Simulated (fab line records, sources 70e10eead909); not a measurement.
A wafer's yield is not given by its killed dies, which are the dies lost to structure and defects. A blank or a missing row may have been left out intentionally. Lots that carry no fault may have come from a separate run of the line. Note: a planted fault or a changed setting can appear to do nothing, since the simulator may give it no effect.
The tool behind it: which one? + flow nand harc + 10 lots, 30 wafers sampled, at 7 steps of a route of 1302

## WHAT EACH GAUGE READ, for each wafer
NHARC_A_ZERO_WELL_INSPECT_17. Usual: raw defect count 13, standard deviation 7.2.
| lot  | measured     | on                | raw defect count | flag |
|------|--------------|-------------------|------------------|------|
| L178 | day 8 22:55  | defect inspect-01 | 3 8 3            |      |
| L179 | day 9 19:16  | defect inspect-02 | 19 20 9          |      |
| L181 | day 10 04:39 | defect inspect-02 | 11 7 8           |      |
| L182 | day 10 15:48 | defect inspect-02 | 4 15 12          |      |
| L185 | day 11 15:07 | defect inspect-02 | 19 13 21         |      |
| L191 | day 14 08:09 | defect inspect-02 | 362 317 330      | OFF  |
| L193 | day 15 12:21 | defect inspect-01 | 295 272 300      | OFF  |
| L194 | day 15 14:07 | defect inspect-02 | 11 5 4           |      |
| L195 | day 16 04:31 | defect inspect-02 | 26 17 19         |      |
| L196 | day 16 13:41 | defect inspect-01 | 22 7 12          |      |

NHARC_A_SOURCE_PLATE_INSPECT_08. Usual: raw defect count 55, standard deviation 23.
| lot  | measured     | on                | raw defect count | flag |
|------|--------------|-------------------|------------------|------|
| L178 | day 9 23:02  | defect inspect-02 | 50 70 82         |      |
| L179 | day 10 17:47 | defect inspect-02 | 65 42 60         |      |
| L181 | day 11 02:01 | defect inspect-02 | 46 75 56         |      |
| L182 | day 11 12:36 | defect inspect-02 | 35 90 48         |      |
| L185 | day 12 11:18 | defect inspect-01 | 50 39 43         |      |
| L191 | day 15 13:29 | defect inspect-02 | 413 345 355      | OFF  |
| L193 | day 16 08:18 | defect inspect-01 | 337 304 342      | OFF  |
| L194 | day 16 08:18 | defect inspect-02 | 43 52 42         |      |
| L195 | day 17 00:48 | defect inspect-02 | 61 74 22         |      |
| L196 | day 17 14:31 | defect inspect-01 | 47 54 48         |      |

NHARC_END_SORT_01. Usual: killed at array 53, standard deviation 18; killed at other 0.8, standard deviation 1.1; killed at periphery 4.1, standard deviation 2.7; killed dies 58, standard deviation 18; killed open 3.1, standard deviation 1.7; killed short 2.7, standard deviation 1.7.
| lot  | measured     | on        | killed at array | killed at other | killed at periphery | killed dies | killed open | killed short | flag |
|------|--------------|-----------|-----------------|-----------------|---------------------|-------------|-------------|--------------|------|
| L191 | day 32 19:56 | prober-01 | 64 94 101       | 0 0 1           | 3 4 2               | 67 98 104   | 4 3 3       | 0 2 5        |      |
| L193 | day 33 02:47 | prober-01 | 106 130 121     | 0 1 0           | 4 3 4               | 110 134 125 | 0 1 1       | 1 3 1        | OFF  |

## TOOL THAT RAN EACH LOT (tool first, then ch and the chambers of the sampled wafers, then the start)
| lot  | NHARC_P_BONDPAD_ACTIVATE_29        | NHARC_A_ZERO_WELL_ETCH_19          | NHARC_A_ZERO_WELL_ETCH_13        | NHARC_A_ZERO_WELL_RTA_16         |
|------|------------------------------------|------------------------------------|----------------------------------|----------------------------------|
| L178 | rie diel-05 ch 0,3, day 8 20:16    | rie diel-06 ch 1,2, day 8 21:40    | rie si-06 ch 0,3, day 8 21:47    | rtp anneal-01 ch 0, day 8 22:45  |
| L179 | rie diel-03 ch 0,1, day 9 16:37    | rie diel-12 ch 1,3, day 9 17:58    | rie si-05 ch 0,1, day 9 18:05    | rtp anneal-01 ch 0, day 9 19:04  |
| L181 | rie diel-03 ch 1,3, day 10 01:56   | rie diel-12 ch 0,2,3, day 10 03:26 | rie si-06 ch 0,1,2, day 10 03:33 | rtp anneal-02 ch 0, day 10 04:29 |
| L182 | rie diel-05 ch 0,1,3, day 10 13:06 | rie diel-06 ch 0,3, day 10 14:35   | rie si-01 ch 1,2,3, day 10 14:43 | rtp anneal-02 ch 0, day 10 15:38 |
| L185 | rie diel-05 ch 0,3, day 11 12:20   | rie diel-06 ch 2,3, day 11 13:53   | rie si-01 ch 0,1,3, day 11 14:02 | rtp anneal-02 ch 0, day 11 15:00 |
| L191 | rie diel-02 ch 0,1,3, day 14 05:28 | rie diel-06 ch 0,2, day 14 06:56   | rie si-01 ch 0,1,3, day 14 07:04 | rtp anneal-02 ch 0, day 14 08:01 |
| L193 | rie diel-03 ch 1,2,3, day 15 09:46 | rie diel-06 ch 0,1,2, day 15 11:07 | rie si-01 ch 0,2,3, day 15 11:15 | rtp anneal-01 ch 0, day 15 12:09 |
| L194 | rie diel-05 ch 1,3, day 15 11:22   | rie diel-06 ch 0,1, day 15 12:52   | rie si-06 ch 1,2, day 15 12:58   | rtp anneal-01 ch 0, day 15 13:55 |
| L195 | rie diel-05 ch 0,2, day 16 01:53   | rie diel-06 ch 0,2,3, day 16 03:16 | rie si-05 ch 1,2, day 16 03:23   | rtp anneal-01 ch 0, day 16 04:20 |
| L196 | rie diel-05 ch 1,2,3, day 16 10:59 | rie diel-06 ch 1,2,3, day 16 12:28 | rie si-05 ch 1,3, day 16 12:36   | rtp anneal-02 ch 0, day 16 13:31 |
- NHARC_P_BONDPAD_ACTIVATE_29: chemistry N2, time 60 s.
- NHARC_A_ZERO_WELL_ETCH_19: etches the open film in N2/H2, target depth 80 nm, overetch 24 nm, time 87.88 s.
- NHARC_A_ZERO_WELL_ETCH_13: etches the open film in HBr/Cl2, target depth 120 nm, time 40.1 s.
- NHARC_A_ZERO_WELL_RTA_16: time 10 s.

## WHAT THE TOOLS THEMSELVES READ (means of the sampled wafers that have a number; where no wafer has one, the mark that the record gives instead)
NHARC_P_BONDPAD_ACTIVATE_29. Usual: drypump motor current A 5.7 A, standard deviation 0.51; oes product au 1.000 a.u., standard deviation 0.0094; rf vpp V 64.2 V, standard deviation 0.87; showerhead plenum p Torr 1.77 Torr, standard deviation 0.065.
| lot  | tool        | drypump motor current A (A) | oes product au (a.u.) | rf vpp V (V) | showerhead plenum p Torr (Torr) | flag |
|------|-------------|-----------------------------|-----------------------|--------------|---------------------------------|------|
| L178 | rie diel-05 | 5.8                         | 0.994                 | 64.5         | 1.71                            |      |
| L179 | rie diel-03 | 5.8                         | 0.989                 | 63.8         | 1.79                            |      |
| L181 | rie diel-03 | 6.1                         | 0.992                 | 64.1         | 1.71                            |      |
| L182 | rie diel-05 | 5.6                         | 0.992                 | 64.7         | 1.74                            |      |
| L185 | rie diel-05 | 6.0                         | 1.000                 | 64.0         | 1.72                            |      |
| L191 | rie diel-02 | 5.9                         | 1.005                 | 64.9         | 1.79                            |      |
| L193 | rie diel-03 | 6.0                         | 0.989                 | 63.5         | 1.74                            |      |
| L194 | rie diel-05 | 5.4                         | 1.002                 | 64.4         | 1.72                            |      |
| L195 | rie diel-05 | 5.8                         | 1.001                 | 64.8         | 1.83                            |      |
| L196 | rie diel-05 | 5.3                         | 1.002                 | 64.8         | 1.79                            |      |

NHARC_A_ZERO_WELL_ETCH_19. Usual: drypump motor current A 5.9 A, standard deviation 0.5; oes product au 0.996 a.u., standard deviation 0.01; rf vpp V 430.6 V, standard deviation 2.6; showerhead plenum p Torr 2.04 Torr, standard deviation 0.096; throttle valve pct 14.172 %, standard deviation 0.0086.
| lot  | tool        | drypump motor current A (A) | oes product au (a.u.) | rf vpp V (V) | showerhead plenum p Torr (Torr) | throttle valve pct (%) | flag |
|------|-------------|-----------------------------|-----------------------|--------------|---------------------------------|------------------------|------|
| L178 | rie diel-06 | 5.4                         | 0.979                 | 432.5        | 2.11                            | 14.175                 |      |
| L179 | rie diel-12 | 6.4                         | 0.996                 | 429.7        | 1.99                            | 14.171                 |      |
| L181 | rie diel-12 | 5.7                         | 1.000                 | 430.5        | 1.99                            | 14.171                 |      |
| L182 | rie diel-06 | 5.9                         | 0.993                 | 429.2        | 1.98                            | 14.176                 |      |
| L185 | rie diel-06 | 6.3                         | 0.996                 | 432.3        | 2.13                            | 14.177                 |      |
| L191 | rie diel-06 | 5.8                         | 0.994                 | 430.0        | 2.01                            | 14.173                 |      |
| L193 | rie diel-06 | 5.7                         | 1.000                 | 430.9        | 2.06                            | 14.176                 |      |
| L194 | rie diel-06 | 5.5                         | 0.993                 | 428.3        | 1.97                            | 14.171                 |      |
| L195 | rie diel-06 | 6.0                         | 1.012                 | 432.0        | 2.07                            | 14.173                 |      |
| L196 | rie diel-06 | 5.9                         | 1.001                 | 432.1        | 2.12                            | 14.176                 |      |

NHARC_A_ZERO_WELL_ETCH_13. Usual: drypump motor current A 5.8 A, standard deviation 0.5; oes product au 0.996 a.u., standard deviation 0.0092; throttle valve pct 26.405 %, standard deviation 0.0096.
| lot  | tool      | drypump motor current A (A) | oes product au (a.u.) | throttle valve pct (%) | flag |
|------|-----------|-----------------------------|-----------------------|------------------------|------|
| L178 | rie si-06 | 5.9                         | 0.990                 | 26.403                 |      |
| L179 | rie si-05 | 5.9                         | 1.002                 | 26.406                 |      |
| L181 | rie si-06 | 5.9                         | 0.990                 | 26.402                 |      |
| L182 | rie si-01 | 5.9                         | 0.996                 | 26.408                 |      |
| L185 | rie si-01 | 6.0                         | 0.989                 | 26.410                 |      |
| L191 | rie si-01 | 6.0                         | 0.994                 | 26.399                 |      |
| L193 | rie si-01 | 6.2                         | 0.989                 | 26.412                 |      |
| L194 | rie si-06 | 5.3                         | 0.991                 | 26.405                 |      |
| L195 | rie si-05 | 6.0                         | 1.003                 | 26.403                 |      |
| L196 | rie si-05 | 5.7                         | 0.996                 | 26.407                 |      |

NHARC_A_ZERO_WELL_RTA_16. Usual: lamp power pct 31.8 %, standard deviation 0.98; lamp_zone_1_pct 31.8 %, standard deviation 0.99; lamp_zone_2_pct 31.8 %, standard deviation 0.98; lamp_zone_4_pct 31.8 %, standard deviation 0.98; wafer_temp_C_max 1004.2, standard deviation 0.95.
| lot  | tool          | lamp power pct (%) | lamp_zone_1_pct (%) | lamp_zone_2_pct (%) | lamp_zone_4_pct (%) | wafer_temp_C_max | flag |
|------|---------------|--------------------|---------------------|---------------------|---------------------|------------------|------|
| L178 | rtp anneal-01 | 32.5               | 32.5                | 32.5                | 32.5                | 1003.6           |      |
| L179 | rtp anneal-01 | 32.5               | 32.6                | 32.6                | 32.5                | 1006.0           |      |
| L181 | rtp anneal-02 | 30.5               | 30.5                | 30.6                | 30.5                | 1004.6           |      |
| L182 | rtp anneal-02 | 30.5               | 30.5                | 30.5                | 30.5                | 1004.5           |      |
| L185 | rtp anneal-02 | 30.4               | 30.4                | 30.5                | 30.4                | 1003.4           |      |
| L191 | rtp anneal-02 | 30.5               | 30.5                | 30.5                | 30.5                | 1004.0           |      |
| L193 | rtp anneal-01 | 32.5               | 32.5                | 32.5                | 32.6                | 1004.5           |      |
| L194 | rtp anneal-01 | 32.5               | 32.6                | 32.6                | 32.6                | 1003.7           |      |
| L195 | rtp anneal-01 | 32.5               | 32.6                | 32.6                | 32.6                | 1003.8           |      |
| L196 | rtp anneal-02 | 30.5               | 30.5                | 30.5                | 30.5                | 1004.5           |      |

## THE ANSWER, worked out from the rows above alone
Rule: a lot counts as off when the mean over its wafers that have a number is more than 3 standard deviations away from the usual mean. A lot without any number at a reading at which 4 lots or more have one is off too. Where the step has rows for the other lots, those lots are counted as sound. Order of review: gauges by route order, followed by the tools' own readings, for which a lot's mean as printed above is used. The first step at which some lot is off is used, and at that step the reading that is off furthest; a lot without a number counts as furthest.
Off, at NHARC_A_ZERO_WELL_INSPECT_17 on raw defect count: L191, L193.
If a tool, at a process step before that reading, ran all the lots that are off and no sound lot after the first of them, it fits. Those tools and the gauges at NHARC_A_ZERO_WELL_INSPECT_17 are tried in the same way. One candidate fits, namely rie si-01 at NHARC_A_ZERO_WELL_ETCH_13. A fault onset in the window from L185 (day 11 14:02, its last sound lot) to L191 (day 14 07:04, its first lot off) fits.

## WHAT WAS PUT IN BY THE SIMULATOR
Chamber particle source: rie si-01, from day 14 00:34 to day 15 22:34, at NHARC_A_ZERO_WELL_ETCH_13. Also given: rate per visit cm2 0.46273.
Struck lots among those shown: L191, L193. The same result came from the rule above.
